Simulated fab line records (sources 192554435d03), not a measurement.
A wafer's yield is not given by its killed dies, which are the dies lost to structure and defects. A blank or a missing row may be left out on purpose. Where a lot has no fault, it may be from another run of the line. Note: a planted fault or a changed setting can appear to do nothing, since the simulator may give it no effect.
Matching of chambers | flow n5-finfet | 4 sister chambers for N5_BEOL_M4_STRIP_19 on rie-diel-06
The step strips in O2. 4 wafers are shown with their chamber, then 8 later ones without.

WAFERS PAIRED WITH THEIR CHAMBERS
wafer  | chamber | showerhead-plenum-p-Torr (Torr)
L076.6 | 0       | 2.00
L080.2 | 2       | 2.14
L080.6 | 3       | 2.02
L088.2 | 1       | 2.22

WAFERS WITHOUT THEIR CHAMBER
wafer  | showerhead-plenum-p-Torr (Torr)
L088.3 | 2.14
L088.6 | 2.00
L090.3 | 2.02
L090.5 | 2.22
L090.6 | 2.14
L095.2 | 2.21
L095.5 | 2.01
L095.6 | 2.13

THE CHAMBER EACH PASSED THROUGH
wafer  | from the rows above     | in truth
L088.3 | 2                       | 2
L088.6 | 0                       | 0
L090.3 | 3                       | 3
L090.5 | 1                       | 1
L090.6 | 2                       | 2
L095.2 | 1                       | 1
L095.5 | can't be placed: 0 or 3 | 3
L095.6 | 2                       | 2
Correctly placed: 7 of 8. From these rows, 1 cannot be placed; in 1 the true chamber is one of the candidates. 0 placed wrongly.
How it was worked out, from the rows above alone: a wafer's distance from a chamber is the root of the sum, over the readings, of the square of ((its reading less the chamber's mean) divided by the reading's scatter). The wafer belongs to the nearest chamber; if the next one is less than 2 further off, it can't be placed. Each chamber's mean is taken over the wafers shown for it. The scatter: with one shown wafer a chamber, the root of the mean of the squares of how far each hidden wafer lies from its nearest shown one.
